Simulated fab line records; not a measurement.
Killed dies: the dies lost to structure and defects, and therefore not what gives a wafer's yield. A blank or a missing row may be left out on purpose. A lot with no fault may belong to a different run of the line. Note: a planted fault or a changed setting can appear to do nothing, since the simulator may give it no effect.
Which of the tools did it? / flow n5Finfet / 8 lots with 24 wafers sampled at 3 steps, on a route of 1938 steps

## WHAT THE GAUGES READ, wafer by wafer
N5_FIN_SAQP_CD_MEAS_27 targets a cd of 20 nm.
lot=L688; measured=day 2 06:40; on=cdSem-03; cdNm (nm)=19.95 20.13 20.23
lot=L696; measured=day 4 06:02; on=cdSem-02; cdNm (nm)=20.52 20.47 20.05
lot=L698; measured=day 4 17:41; on=cdSem-01; cdNm (nm)=20.17 20.39 20.42
lot=L699; measured=day 4 23:31; on=cdSem-03; cdNm (nm)=19.96 19.85 19.14
lot=L700; measured=day 5 06:19; on=cdSem-03; cdNm (nm)=19.88 19.45 19.43
lot=L702; measured=day 5 21:25; on=cdSem-01; cdNm (nm)=20.21 20.52 20.90
lot=L707; measured=day 7 01:47; on=cdSem-01; cdNm (nm)=20.47 20.55 20.29
lot=L708; measured=day 7 05:44; on=cdSem-01; cdNm (nm)=20.31 20.39 20.34

## WHAT TOOL EACH LOT RAN ON (gives the tool, then ch and the chambers of the sampled wafers, and finally the start)
lot=L688; N5_FIN_SAQP_DESCUM_21=rieDiel-06 ch 1,2,3, day 2 03:22; N5_FIN_SAQP_SPACER1_ALD_24=aldSin-01 ch 0,2, day 2 05:39
lot=L696; N5_FIN_SAQP_DESCUM_21=rieDiel-03 ch 0,1,3, day 4 03:56; N5_FIN_SAQP_SPACER1_ALD_24=aldSin-01 ch 2,3, day 4 05:02
lot=L698; N5_FIN_SAQP_DESCUM_21=rieDiel-03 ch 1,3, day 4 15:41; N5_FIN_SAQP_SPACER1_ALD_24=aldSin-01 ch 1,3, day 4 16:47
lot=L699; N5_FIN_SAQP_DESCUM_21=rieDiel-02 ch 1,3, day 4 21:27; N5_FIN_SAQP_SPACER1_ALD_24=aldSin-01 ch 2,3, day 4 22:33
lot=L700; N5_FIN_SAQP_DESCUM_21=rieDiel-03 ch 0,1,2, day 5 03:58; N5_FIN_SAQP_SPACER1_ALD_24=aldSin-01 ch 2,3, day 5 05:22
lot=L702; N5_FIN_SAQP_DESCUM_21=rieDiel-03 ch 1,3, day 5 19:13; N5_FIN_SAQP_SPACER1_ALD_24=aldSin-02 ch 0,2,3, day 5 20:20
lot=L707; N5_FIN_SAQP_DESCUM_21=rieDiel-06 ch 0,1, day 6 23:26; N5_FIN_SAQP_SPACER1_ALD_24=aldSin-03 ch 0,1, day 7 00:47
lot=L708; N5_FIN_SAQP_DESCUM_21=rieDiel-03 ch 1,2,3, day 7 03:42; N5_FIN_SAQP_SPACER1_ALD_24=aldSin-02 ch 0,1,3, day 7 04:49
- N5_FIN_SAQP_DESCUM_21: chemistry O2, time 7.9 s.
- N5_FIN_SAQP_SPACER1_ALD_24: deposits SiO2, target thk 20.3 nm, pulse time 1 s, purge time 2 s.

## THE ANSWER, worked out from the rows above alone
Rule: what is usual is taken from the lots themselves. Put in order of their means at a reading, lots are off if they are a third of the lots or fewer, leave a main group of 4 or more, and stand apart from it by a gap of 3 or more times the standard deviation of the main group's means; of several such gaps the widest counts. A main group whose means are all the same, to the digits that the tables above print for the reading, isn't used. A lot without any number at a reading at which 4 lots or more have one is off too. Where the step has rows for the other lots, those lots are counted as sound.
Off, at N5_FIN_SAQP_CD_MEAS_27 on cdNm: L699, L700. Main group: mean 20.35 nm, sd 0.13.
A tool fits if, at a process step before that reading, it ran every lot that is off, and no sound lot after the first of them. Gauges at N5_FIN_SAQP_CD_MEAS_27: tried the same way as those tools. Can't be told from this: 2 tools fit, aldSin-01 at N5_FIN_SAQP_SPACER1_ALD_24, cdSem-03 at N5_FIN_SAQP_CD_MEAS_27.

## WHAT THE SIMULATOR HAD INSERTED
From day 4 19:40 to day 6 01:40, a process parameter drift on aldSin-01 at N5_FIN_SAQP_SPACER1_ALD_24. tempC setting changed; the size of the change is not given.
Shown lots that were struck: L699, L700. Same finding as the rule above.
